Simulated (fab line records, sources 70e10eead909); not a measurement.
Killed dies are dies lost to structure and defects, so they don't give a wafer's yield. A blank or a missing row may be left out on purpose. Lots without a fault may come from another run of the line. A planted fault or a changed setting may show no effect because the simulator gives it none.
fab line records | flow nand_harc
record lots=13 wafers=38 last_day=33
route steps=1302 shown A_CHANNEL_HOLE_D1@462 A_CHANNEL_FILL_D1@494
lots that met no fault: from a run of the same line without faults
start_h: hours from the record's first day to the start of the lot's first wafer shown | wait_h: hours since the lot's step before | " the same as in the row above | L1.1+2: a row that stands for several wafers | - no value, or no start given | * or withheld: withheld | < > ~ a bound
route shown NAME@n: a module of which the file shows steps, and the number in the route of the first | usual: mean/standard deviation of fault-free wafers | same: alike in all rows | chamber/n: place in a boat | sites: the reading at each site | _std_site: their standard deviation | _edge_site: outer sites' mean less inner sites' | radius_mm: how far each site lies from the wafer's centre | mask NAME#n: copy n | behind: the tool/chamber that last shaped the wafer | hold: why the lot was held/for how many hours/how that ended | device: the transistor (n, p or np) that didn't switch | end of line: the same wafers' tests at the end of the route | a step without rows: its recipe alone | killed: dies lost to structure and defects at the first sort, not the wafer's yield | map: a wafer's dies, x killed, . not, _ none there
set.NAME: the setting as run; set.NAME@STEP: as run at that earlier step | model.NAME: the simulator's own value behind a step, which no gauge read
steps of the route over a sample of lots; a table a step, a row a wafer
services: from which hour (start_h, from the record's first day; less than 0 if before it) a tool's chamber was out of use, for how many hours, and why
## steps
# step NHARC_A_CHANNEL_HOLE_D1_CD_MEAS_10
# recipe target_cd_nm=100 landing_energy_ev=500
# usual cd_nm=100.1/0.48
# columns lot.wafer tool chamber start_h wait_h cd_nm
L806.1 cd_sem-03 0 195.73 - 100.7
L806.2 " 0 " " 100.2
L806.6 " 0 " " 99.9
L807.2 cd_sem-02 0 197.66 - 100.4
L807.4 " 0 " " 100.0
L807.6 " 0 " " 99.9
L808.1 cd_sem-01 0 210.37 - 100.7
L808.6 " 0 " " 99.9
L811.2 cd_sem-01 0 239.90 - 99.3
L811.5 " 0 " " 100.3
L811.6 " 0 " " 99.0
L818.1 cd_sem-01 0 312.23 - 100.6
L818.3 " 0 " " 100.2
L818.5 " 0 " " 100.5
L819.2 cd_sem-03 0 324.17 - 100.2
L819.4 " 0 " " 101.1
L819.6 " 0 " " 101.3
L820.2 cd_sem-03 0 325.08 - 100.9
L820.3 " 0 " " 99.9
L820.6 " 0 " " 99.8
L821.1 cd_sem-03 0 345.91 - 100.6
L821.4 " 0 " " 100.4
L821.5 " 0 " " 100.5
L824.2 cd_sem-01 0 372.28 - 100.6
L824.3 " 0 " " 100.6
L824.6 " 0 " " 100.6
L825.1 cd_sem-01 0 379.84 - 99.5
L825.4 " 0 " " 100.1
L825.5 " 0 " " 99.4
L826.1 cd_sem-03 0 387.40 - 99.1
L826.3 " 0 " " 99.1
L826.4 " 0 " " 100.2
L827.1 cd_sem-01 0 398.80 - 99.4
L827.3 " 0 " " 98.8
L827.6 " 0 " " 100.3
L828.2 cd_sem-02 0 409.60 - 100.9
L828.4 " 0 " " 100.2
L828.5 " 0 " " 99.9
# step NHARC_A_CHANNEL_FILL_D1_ALD_14
# recipe target_thk_a=25 pulse_time_s=10 ald_cycles=25 temp_c=300 material=SiO2
# usual ald_cycles=25/0 heater_power_w=469/27 precursor_pulse_height_rel=1.001/0.019
# columns lot.wafer tool chamber start_h wait_h ald_cycles heater_power_w precursor_pulse_height_rel since_wet_clean_h
L807.2 ald_hk-04 2 216.52 0.5 25 470 0.966 125
L807.4 " 3 " " 25 495 1.002 125
L807.6 " 1 " " 25 457 0.978 -
L806.1 ald_hk-04 3 216.67 0.7 25 495 0.999 125
L806.2 " 0 " " 25 484 1.008 125
L806.6 " 0 " " 25 472 0.969 -
L808.1 ald_hk-04 2 225.89 1.4 23 460 1.027 134
L808.6 " 2 " " 23 466 1.004 -
L811.2 ald_hk-04 2 256.19 0.1 25 467 1.020 165
L811.6 " 1 " " 23 446 1.007 -
L811.5 " 2 " " 25 474 1.007 -
L818.1 ald_hk-03 2 326.65 0.1 25 470 1.021 103
L818.3 " 3 " " 25 465 0.981 103
L818.5 " 0 " " 25 506 1.021 -
L819.2 ald_hk-02 2 338.38 0.0 25 447 1.007 155
L819.4 " 1 " " 25 497 1.014 155
L819.6 " 3 " " 25 477 1.020 -
L820.3 ald_hk-02 0 338.64 0.3 25 504 1.031 156
L820.2 " 2 " " 25 443 0.957 156
L820.6 " 0 " " 25 494 1.022 -
L821.1 ald_hk-04 0 361.02 0.7 25 426 1.014 91
L821.4 " 2 " " 25 489 0.948 91
L821.5 " 0 " " 25 423 0.989 -
L824.2 ald_hk-04 1 386.97 0.1 25 449 1.040 117
L824.3 " 2 " " 25 489 0.991 117
L824.6 " 3 " " 25 523 1.009 -
L825.1 ald_hk-02 3 395.13 0.1 25 486 1.006 34
L825.4 " 0 " " 25 501 0.987 34
L825.5 " 3 " " 25 477 0.999 -
L826.3 ald_hk-03 2 406.99 0.0 25 460 1.015 5
L826.4 " 3 " " 25 485 1.005 5
L826.1 " 0 " " 25 494 1.002 5
L827.3 ald_hk-02 2 420.09 0.0 25 441 1.011 59
L827.1 " 0 " " 25 504 1.028 59
L827.6 " 2 " " 25 450 0.979 -
L828.4 ald_hk-03 1 429.06 0.1 25 405 0.991 27
L828.2 " 2 " " 25 456 0.998 27
L828.5 " 0 " " 25 495 1.018 -
# step NHARC_A_CHANNEL_FILL_D1_STRIP_29
# recipe time_s=20 o2_flow_sccm=500 ar_flow_sccm=0 bias_w=0 chemistry=O2
# usual chamber_pressure_mTorr=60.00/0.049 drypump_motor_current_A=5.7/0.54 oes_product_au=0.994/0.011 rf_vpp_V=57.8/0.86 showerhead_plenum_p_Torr=3.57/0.13 throttle_valve_pct=17.036/0.0097
# same bias_w=0
# columns lot.wafer tool chamber start_h wait_h chamber_pressure_mTorr drypump_motor_current_A oes_product_au rf_hours_counter_h rf_vpp_V showerhead_plenum_p_Torr throttle_valve_pct
L807.4 rie_diel-05 1 - - 59.89 5.9 1.000 0.8 57.1 3.39 17.033
L807.2 " 2 " " 60.00 5.3 0.997 0.5 56.5 3.35 17.032
L807.6 " 3 " " 60.01 6.0 1.005 - 58.4 3.70 17.019
L806.1 rie_diel-07 2 - - 59.92 5.9 0.982 7.4 58.5 3.73 17.029
L806.2 " 3 " " 59.96 6.3 0.999 6.6 57.6 3.57 17.029
L806.6 " 2 " " 60.02 5.9 0.979 - 57.7 3.73 17.028
L808.1 rie_diel-07 3 269.58 0.1 60.08 6.3 0.994 7.6 58.1 3.57 17.051
L808.6 " 0 " " 59.92 5.5 1.002 - 56.6 3.48 17.036
L811.2 rie_diel-06 3 - - 59.98 5.8 0.995 6.0 59.3 3.66 17.043
L811.6 " 3 " " 59.97 5.8 1.007 - 59.4 3.67 17.035
L811.5 " 0 " " 60.02 5.7 0.992 - 57.9 3.54 17.034
L818.3 rie_diel-05 2 - - 60.02 5.2 1.014 5.9 57.0 3.35 17.040
L818.1 " 0 " " 59.90 5.0 1.004 7.6 57.3 3.34 17.028
L818.5 " 2 " " 60.05 5.2 1.014 - 56.8 3.35 17.047
L820.3 rie_diel-06 3 - - 59.98 5.8 0.977 2.5 56.4 3.66 17.030
L820.2 " 0 " " 59.93 5.7 0.982 2.4 57.7 3.54 17.036
L820.6 " 3 " " 60.01 5.8 0.980 - 59.8 3.66 17.022
L819.2 rie_diel-07 1 - - 60.02 4.7 1.008 3.5 57.7 3.71 17.039
L819.4 " 2 " " 59.86 5.9 0.983 3.4 57.9 3.73 17.039
L819.6 " 0 " " 59.98 5.5 0.998 - 56.6 3.48 17.040
L821.4 rie_diel-05 1 - - 60.04 5.9 1.003 10.0 57.3 3.38 17.045
L821.1 " 2 " " 59.95 5.3 0.996 8.2 56.6 3.34 17.034
L821.5 " 0 " " 60.01 5.0 1.001 - 57.0 3.34 17.028
L824.3 rie_diel-06 2 - - 59.99 6.7 0.973 4.3 57.4 3.43 17.046
L824.2 " 3 " " 60.05 5.8 0.966 5.2 57.7 3.66 17.035
L824.6 " 0 " " 60.00 5.7 0.985 - 57.8 3.53 17.043
L825.1 rie_diel-05 2 - - 59.96 5.3 1.001 0.6 56.6 3.34 17.036
L825.4 " 0 " " 59.96 5.0 0.995 0.9 56.3 3.33 17.028
L825.5 " 1 " " 60.09 5.9 1.026 - 57.0 3.38 17.030
L826.4 rie_diel-07 1 - - 59.97 4.7 1.017 5.8 58.0 3.71 17.025
L826.3 " 2 " " 60.04 5.9 0.993 5.7 57.3 3.73 17.033
L826.1 " 3 " " 60.01 6.3 1.002 5.4 57.7 3.57 17.046
L827.3 rie_diel-06 3 454.63 0.1 59.96 5.8 0.978 6.9 58.3 3.66 17.038
L827.1 " 0 " " 59.95 5.7 0.996 6.5 59.2 3.53 17.036
L827.6 " 0 " " 60.03 5.7 0.999 - 59.0 3.53 17.035
L828.2 rie_diel-06 3 463.91 0.2 59.95 5.8 0.972 7.2 57.9 3.66 17.040
L828.5 " 3 " " 59.97 5.8 0.963 - 58.5 3.66 17.033
L828.4 " 0 " " 59.95 5.7 0.979 - 56.7 3.53 17.024
# step NHARC_A_CHANNEL_FILL_D1_CMP_10
# recipe target_thk_nm=150
# usual motor_current_A=11.9/1.5 time_to_endpoint_s=14.3/2.9
# columns lot.wafer tool chamber start_h wait_h motor_current_A time_to_endpoint_s
L806.2 cmp-02 0 257.01 0.4 10.5 12.2
L806.1 " 3 " " 12.0 15.7
L806.6 " 0 " " 11.1 10.8
L807.2 cmp-01 3 257.06 0.4 11.4 11.8
L807.4 " 0 " " 10.8 16.1
L807.6 " 1 " " 15.2 18.0
L808.1 cmp-01 2 275.24 0.4 12.1 14.7
L808.6 " 0 " " 10.4 14.6
L811.2 cmp-01 3 300.76 0.4 10.5 9.0
L811.6 " 3 " " 11.2 9.3
L811.5 " 0 " " 10.2 12.2
L818.1 cmp-02 3 369.91 0.4 11.7 17.2
L818.3 " 2 " " 11.2 18.2
L818.5 " 0 " " 10.5 12.7
L820.3 cmp-01 0 378.59 0.4 10.6 13.3
L820.2 " 3 " " 11.3 10.9
L820.6 " 0 " " 10.5 13.1
L819.2 cmp-03 2 378.59 0.4 11.6 13.3
L819.4 " 1 " " 13.7 12.0
L819.6 " 2 " " 11.7 13.3
L821.4 cmp-02 0 401.39 0.4 11.5 15.4
L821.1 " 1 " " 13.5 14.6
L821.5 " 0 " " 11.0 14.6
L824.3 cmp-01 3 430.13 0.5 10.8 11.5
L824.2 " 1 " " 15.3 19.1
L824.6 " 3 " " 11.2 15.3
L825.1 cmp-03 3 435.80 0.4 11.2 13.9
L825.4 " 2 " " 11.5 14.0
L825.5 " 0 " " 10.5 15.4
L826.3 cmp-02 3 447.65 0.4 12.0 17.5
L826.1 " 1 " " 13.3 14.7
L826.4 " 2 " " 11.4 17.5
L827.1 cmp-01 2 460.18 0.4 11.9 17.1
L827.3 " 3 " " 11.2 12.6
L827.6 " 2 " " 11.9 16.5
L828.2 cmp-01 0 469.65 0.4 10.7 12.3
L828.4 " 2 " " 12.4 16.8
L828.5 " 0 " " 10.3 14.7
## services
# columns tool chamber start_h hours kind
rie_diel-05 - 229.60 9.0 pm
cmp-02 - 232.50 4.0 pm
rie_diel-05 2 242.52 2.6 repair
rie_diel-05 2 252.10 1.3 repair
ald_hk-04 - 259.74 10.0 pm
rie_diel-07 2 266.82 4.5 repair
rie_diel-05 2 273.32 3.6 repair
cmp-02 - 273.48 0.8 repair
cmp-01 - 276.02 3.8 repair
rie_diel-06 1 277.33 7.9 repair
rie_diel-07 1 280.35 4.8 repair
cmp-01 - 283.50 4.0 pm
rie_diel-06 - 307.20 9.0 pm
rie_diel-05 2 323.26 17.6 repair
cmp-02 - 330.50 4.0 pm
ald_hk-02 - 351.14 10.0 pm
cmp-01 - 356.69 3.4 repair
cmp-01 - 381.50 4.0 pm
cmp-02 - 391.54 1.1 repair
rie_diel-05 - 406.60 9.0 pm
cmp-02 - 428.50 4.0 pm
ald_hk-04 - 437.74 10.0 pm
ald_hk-02 - 440.40 2.7 repair
rie_diel-06 1 445.81 23.1 repair
## key
first_sign step=NHARC_A_CHANNEL_FILL_D1_ALD_14 reading=ald_cycles direction=down sigmas=99+ usual=25 struck=23
effect none on later readings
met_at NHARC_A_CHANNEL_FILL_D1_ALD_14
struck_lots L808,L811
struck_wafers L808.1,L808.6,L811.6
tester_left_out L808,L811
not_acting_at NHARC_A_CHANNEL_HOLE_D1_CD_MEAS_10,NHARC_A_CHANNEL_FILL_D1_STRIP_29,NHARC_A_CHANNEL_FILL_D1_CMP_10
onset_between 216.67 225.89
fault kind=process_parameter_drift tool=ald_hk-04 chamber=- onset_h=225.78 steps=NHARC_A_CHANNEL_FILL_D1_ALD_14 channel=ald_cycles offset=-2 shape=step end_h=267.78 scope=struck_wafers_only acts_in=these_recipes_only stated=25
# tester_left_out: of these lots the tester's yield and bins aren't shown, on N5 and GAA mostly nor the transistor test; their killed dies are dies lost to structure and defects alone, not to doping, threshold or leakage, so they don't give the yield
